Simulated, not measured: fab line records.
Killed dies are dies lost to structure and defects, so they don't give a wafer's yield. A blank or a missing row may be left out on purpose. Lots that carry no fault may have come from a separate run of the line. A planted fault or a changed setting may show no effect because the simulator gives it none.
Comparing a struck lot with a sound one    flow n5 finfet    20 steps out of a route of 1938
Sound: the wafers L539.1, L539.5, L539.6. Wafers struck: L542.1, L542.2, L542.5. At the end, the cause is stated.
Order at every step that has rows: each side's tool, ch and its chambers, its first start. Under that, the readings that differ: sound wafers    struck wafers    difference of the means    sigmas: that difference in standard deviations of wafers without a fault.
alike: readings whose means differ by less than 2 such deviations, and words and numbers that are the same on both sides. not compared: withheld readings, readings that some wafer has no value for, bounds like >300 that may hide the same value, and numbers for which the record gives no deviation and whose values overlap.
A row with sigmas, a row that says differs or no value, or rows on one side alone: a step with any of these is where the two part. Numbers that have no deviation but don't overlap get no sigmas and don't part them. A reading that every wafer of one side lacks parts them only if that side has two wafers or more.

first, 6 steps without rows for these wafers: N5_BEOL_M1_COAT_05 (resist thk 30 nm); N5_BEOL_M1_EBR_07; N5_BEOL_M1_SOFTBAKE_06 (time 60 s); N5_BEOL_M1_EXPOSE_08 (exposes mask M1); N5_BEOL_M1_PEB_09 (peb time 60 s); N5_BEOL_M1_DEVELOP_10 (develop time 30 s).
N5_BEOL_M1_CD_MEAS_11: the cd target is 17.05 nm.
  sound on cd sem-03 ch 0, day 7 00:43; struck on cd sem-02 ch 0, day 7 20:21
  alike: cd nm
N5_BEOL_M1_OVL_MEAS_12:
  sound on overlay-01 ch 0, day 7 00:44; struck on overlay-01 ch 0, day 7 20:23
  alike: M1_OVL
N5_BEOL_M1_INSPECT_13: inspects for defects (brightfield).
  sound on defect inspect-01, day 7 00:48; struck on defect inspect-01, day 7 20:26
  alike: raw defect count
N5_BEOL_M1_DESCUM_16: chemistry O2, time 7 s.
  sound on rie diel-01 ch 0,1,2, day 7 01:08; struck on rie diel-01 ch 1,2, day 7 20:29
  alike: drypump motor current A, o2 flow sccm, oes product au, rf vpp V, showerhead plenum p Torr, throttle valve pct
  not compared: rf hours counter h
N5_BEOL_M1_ETCH_74: etches underlayer in N2/H2, target depth 6.5 nm, time 5.2 s.
  sound on rie diel-01 ch 0,1,2, day 7 01:10; struck on rie diel-01 ch 1,2, day 7 20:31
  alike: drypump motor current A, etch rf on time s, oes product au, rf fwd power W, rf vpp V, showerhead plenum p Torr, throttle valve pct
  not compared: rf hours counter h
N5_BEOL_M1_ETCH_63: etches SiARC in CF4, target depth 15.6 nm, time 26 s.
  sound on rie diel-01 ch 0,1,2, day 7 01:11; struck on rie diel-01 ch 1,2, day 7 20:32
  alike: drypump motor current A, etch rf on time s, oes product au, rf fwd power W, rf vpp V, showerhead plenum p Torr, throttle valve pct
  not compared: rf hours counter h
N5_BEOL_M1_ETCH_64: etches SOC in N2/H2, target depth 75 nm, overetch 15 nm, time 112.5 s.
  sound on rie diel-01 ch 0,1,2, day 7 01:13; struck on rie diel-01 ch 1,2, day 7 20:34
reading                                     sound              struck             difference  sigmas
rf fwd power W (W)                          835.0 836.6 834.2  637.4 638.8 633.2  -198.8      -74
rf vpp V (V)                                524.2 525.5 518.1  570.8 575.1 576.3  +51.5       +18
model.SiARC_of_BEOL_M1_COAT_62.thk nm (nm)  7 6.8 6.8          7.6 7.6 7.6        +0.7        
model.BEOL_M1.cd offset nm (nm)             0 0 0              -0.6 -0.6 -0.8     -0.7        
  alike: drypump motor current A, oes product au, showerhead plenum p Torr, throttle valve pct
  not compared: rf hours counter h
then, 2 steps without rows for these wafers: N5_BEOL_M1_STRIP_65 (strips in N2/H2); N5_BEOL_M1_STRIP_75 (strips in N2/H2).
N5_BEOL_M1_STRIP_66: strips in CF4.
  sound on rie diel-01 ch 0,1,2, day 7 01:21; struck on rie diel-01 ch 1,2, day 7 20:41
  alike: drypump motor current A, oes product au, rf vpp V, showerhead plenum p Torr, throttle valve pct
  not compared: rf hours counter h
N5_BEOL_M1_HM_OPEN_17: chemistry Cl2/BCl3, target TiN, target depth 20 nm, overetch 6 nm.
  sound on rie metal-01 ch 1, day 7 01:23; struck on rie metal-01 ch 0,1, day 7 20:43
reading                          sound  struck          difference  sigmas
model.BEOL_M1.cd offset nm (nm)  0 0 0  -0.4 -0.6 -0.8  -0.6        
  alike: bcl3 flow sccm, drypump motor current A, oes product au, throttle valve pct
  not compared: rf hours counter h
N5_BEOL_M1_STRIP_19: strips in O2.
  sound on rie diel-01 ch 2,3, day 7 01:36; struck on rie diel-02 ch 1,2,3, day 7 20:50
  alike: drypump motor current A, o2 flow sccm, oes product au, rf vpp V, showerhead plenum p Torr, throttle valve pct
  not compared: rf hours counter h
N5_BEOL_M4_RC_MEAS_101:
  sound on prober-01 ch 0, day 8 20:00; struck on prober-01 ch 0, day 9 18:40
reading        sound           struck          difference  sigmas
ION_P (uA/um)  472 469 480     460 451 460     -17         -2
VT_P (mV)      -245 -244 -240  -249 -255 -256  -10         -3
  alike: DIBL_N, DIBL_P, IOFF_N, IOFF_P, ION_N, SS_N, SS_P, VT_N
then, 1 step without rows for these wafers: N5_PASSIVATION_PROBE_49.

WHERE THEY PART
First at N5_BEOL_M1_ETCH_64; last, within this record, at N5_BEOL_M4_RC_MEAS_101.

WHY: what had been put in by the simulator
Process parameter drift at N5_BEOL_M1_ETCH_64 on rie diel-01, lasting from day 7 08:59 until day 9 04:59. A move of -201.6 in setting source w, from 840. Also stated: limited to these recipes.
